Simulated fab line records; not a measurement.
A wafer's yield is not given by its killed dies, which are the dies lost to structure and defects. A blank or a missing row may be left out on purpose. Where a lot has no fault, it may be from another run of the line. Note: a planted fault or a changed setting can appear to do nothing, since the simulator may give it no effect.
A struck lot beside a sound one | flow n5Finfet | 16 out of 1938 route steps
Sound: the wafers L423.2, L423.3, L423.5. Wafers L420.1, L420.4, L420.5 were the ones struck. Last of all comes the cause.
At each step with rows: each side's tool, then ch and its chambers, then its first start. Under that, the readings that differ: sound wafers | struck wafers | difference of the means | sigmas: that difference in standard deviations of wafers without a fault.
alike: words and numbers the same on both sides, and readings whose means are apart by under 2 such deviations; not compared: readings that were withheld, readings missing a value for some wafer, numbers with overlapping values and no deviation given by the record, and bounds like >300 which may hide the same value.
The two part at a step that has a row with sigmas, a row that says differs or no value, or rows on one side only. Numbers that don't overlap but have no deviation are shown without sigmas and don't part them. A reading that every wafer of one side lacks parts them only if that side has two wafers or more.

first, 2 steps without rows for these wafers: N5_BEOL_M1_SPUTTER_48 (material Cu, target thk 4.5 nm, time 8.29 s); N5_BEOL_M1_ANNEAL_49 (time 240 s).
N5_BEOL_M1_SPUTTER_79: material Cu, target thk 4.5 nm, time 8.29 s.
  sound on pvdSputter-03 at day 9 20:53; struck on pvdSputter-03 at day 9 09:40
  alike: chamberPressurePa, chuckGasFlowSccm, chuckSensorTempC, throttleValvePct
then, 4 steps without rows for these wafers: N5_BEOL_M1_ANNEAL_80 (time 240 s); N5_BEOL_M1_SPUTTER_81 (material Cu, target thk 4.5 nm, time 8.29 s); N5_BEOL_M1_ANNEAL_82 (time 240 s); N5_BEOL_M1_SPUTTER_86 (material Cu, target thk 4.5 nm, time 8.29 s).
N5_BEOL_M1_ANNEAL_87: time 240 s.
  sound on pvdSputter-03 at day 9 21:24; struck on pvdSputter-03 at day 9 10:11
  alike: heaterPowerW
then, 1 step without rows for these wafers: N5_BEOL_M1_SPUTTER_88 (material Cu, target thk 4.5 nm, time 8.29 s).
N5_BEOL_M1_ANNEAL_89: time 240 s.
  sound on pvdSputter-03 at day 9 21:37; struck on pvdSputter-03 at day 9 10:25
  alike: heaterPowerW
then, 1 step without rows for these wafers: N5_BEOL_M1_SPUTTER_90 (material Cu, target thk 4.5 nm, time 8.29 s).
N5_BEOL_M1_ANNEAL_91: time 240 s.
  sound on pvdSputter-03 at day 9 21:50; struck on pvdSputter-03 at day 9 10:38
  alike: heaterPowerW
N5_BEOL_M1_SPUTTER_92: material Cu, target thk 4.5 nm, time 8.29 s.
  sound on pvdSputter-03 at day 9 21:59; struck on pvdSputter-03 at day 9 10:46
  no value came back on the struck wafers for chamberPressurePa (Pa), chuckGasFlowSccm (sccm), chuckSensorTempC (C), throttleValvePct (%); on the sound wafers chamberPressurePa (Pa) reads 0.07 0.06995 0.07005
N5_BEOL_M1_ANNEAL_93: time 240 s.
  sound on pvdSputter-03 at day 9 22:04; struck on pvdSputter-03 at day 9 10:51
  alike: heaterPowerW
N5_BEOL_M4_RC_MEAS_101:
  sound on prober-02 ch 0, day 11 05:35; struck on prober-01 ch 0, day 10 20:19
reading   | sound          | struck         | difference | sigmas
VT_P (mV) | -247 -244 -243 | -254 -252 -256 | -9         | -3
  alike: DIBL_N, DIBL_P, IOFF_N, IOFF_P, ION_N, ION_P, SS_N, SS_P, VT_N
-- here the record skips 4 days between the struck wafers' starts before and after, leaving off in module BEOL_M4 and picking up in module PASSIVATION (first step shown: number 1936 of the route) --
N5_PASSIVATION_PROBE_49:
  sound on prober-02 at day 15 06:46; struck on prober-01 at day 14 14:23
  alike: defectLimitedYield, killed_at_M0_to_M3, killed_at_M4_up, killedAtContacts, killedAtFrontEnd, killedAtOther, killedDies, killedOpen, killedShort, sort_bin_5_function, sort_bin_6_memory, sortNPass, sortYieldPct

WHERE THEY PART
At N5_BEOL_M1_SPUTTER_92 first; at N5_BEOL_M4_RC_MEAS_101 last (within this record only). Later steps at which nothing parts them and some readings are alike: N5_PASSIVATION_PROBE_49.

WHY: what the simulator had put in
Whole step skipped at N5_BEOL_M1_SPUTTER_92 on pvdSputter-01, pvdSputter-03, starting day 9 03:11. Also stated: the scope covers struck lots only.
